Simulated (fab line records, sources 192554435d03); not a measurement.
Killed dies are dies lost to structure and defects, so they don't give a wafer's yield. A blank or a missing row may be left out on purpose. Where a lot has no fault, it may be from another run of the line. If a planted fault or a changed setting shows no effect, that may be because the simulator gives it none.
Which tool is to blame?	flow n5_finfet	27 wafers from 9 lots sampled at 5 of the route's 1938 steps

## WHAT THE GAUGES SHOWED, per wafer
N5_BEOL_M4_RC_MEAS_101.
lot	measured	on	DIBL_N (mV/V)
L106	day 8 10:36	prober-01	38.6 37.0 36.2
L109	day 9 06:21	prober-02	35.2 36.7 34.6
L112	day 10 01:41	prober-01	38.6 36.6 37.7
L113	day 10 05:44	prober-01	36.0 38.7 37.0
L118	day 11 09:48	prober-01	37.6 35.4 39.6
L122	day 12 15:52	prober-02	34.0 35.0 33.0
L123	day 14 00:33	prober-01	33.4 39.1 38.7
L126	day 14 02:49	prober-02	36.8 38.6 34.2
L128	day 14 05:08	prober-01	34.0 35.2 35.9

## WHICH TOOL RAN EACH LOT (tool, then ch and the chambers of the sampled wafers, then the start)
lot	N5_ZERO_LAYER_ETCH_17	N5_WELL_APT_DESCUM_13	N5_WELL_APT_IMPLANT_15	N5_PMOS_HMC_CHANNEL_EPI_HM_DEP_34
L106	rie_diel-06 ch 0,2,3, day 1 18:54	rie_diel-04 ch 1,3, day 1 19:50	implanter-02 ch 0, day 1 20:07	pecvd-03 ch 0,2, day 1 23:02
L109	rie_diel-06 ch 2,3, day 2 12:52	rie_diel-01 ch 0,1,2, day 2 13:55	implanter-01 ch 0, day 2 14:16	pecvd-02 ch 0,2, day 2 17:52
L112	rie_diel-06 ch 1,2,3, day 3 06:50	rie_diel-01 ch 1,2, day 3 07:55	implanter-01 ch 0, day 3 08:11	pecvd-02 ch 0,1,2, day 3 10:50
L113	rie_diel-05 ch 0,1, day 3 12:53	rie_diel-04 ch 0,1,2, day 3 14:19	implanter-01 ch 0, day 3 14:40	pecvd-04 ch 0,1,2, day 3 17:28
L118	rie_diel-05 ch 0,1,2, day 4 19:02	rie_diel-04 ch 1,3, day 4 20:30	implanter-02 ch 0, day 4 20:47	pecvd-03 ch 0,1,2, day 4 23:25
L122	rie_diel-05 ch 0,1,2, day 5 18:52	rie_diel-02 ch 1,2,3, day 5 20:05	implanter-02 ch 0, day 5 20:23	pecvd-03 ch 0,1,2, day 5 22:55
L123	rie_diel-03 ch 0,1,3, day 6 00:46	rie_diel-01 ch 0,3, day 6 03:02	implanter-02 ch 0, day 6 03:19	pecvd-04 ch 0,2, day 6 06:40
L126	rie_diel-05 ch 1,3, day 6 18:43	rie_diel-02 ch 1,2, day 6 20:09	implanter-02 ch 0, day 6 20:28	pecvd-04 ch 1,2, day 6 23:27
L128	rie_diel-06 ch 1,3, day 7 06:44	rie_diel-04 ch 0,1,3, day 7 07:42	implanter-01 ch 0, day 7 08:01	pecvd-03 ch 1,2, day 7 11:28
- N5_ZERO_LAYER_ETCH_17: etches SiO2 in CF4, target depth 12 nm, time 13.3 s.
- N5_WELL_APT_DESCUM_13: chemistry O2, time 7.9 s.
- N5_WELL_APT_IMPLANT_15
- N5_PMOS_HMC_CHANNEL_EPI_HM_DEP_34: deposits SiO2 from TEOS/O2, target thk 36 nm, time 6.9 s.

## THE ANSWER, worked out from the rows above alone
Rule: the usual values come from the lots themselves. The widest of any qualifying gaps counts: lots, ordered by their means at a reading, are off when they make up no more than a third of the lots, leave a main group of 4 or more, and stand apart from it by 3 or more times the standard deviation of that group's means. A main group whose means are all the same, to the digits that the tables above print for the reading, isn't used. A lot without any number at a reading at which 4 lots or more have one is off too. All remaining lots with rows at the step are treated as sound.
Across all readings shown, no lot is off: no conclusion can be drawn from this.

## WHAT THE SIMULATOR PUT IN
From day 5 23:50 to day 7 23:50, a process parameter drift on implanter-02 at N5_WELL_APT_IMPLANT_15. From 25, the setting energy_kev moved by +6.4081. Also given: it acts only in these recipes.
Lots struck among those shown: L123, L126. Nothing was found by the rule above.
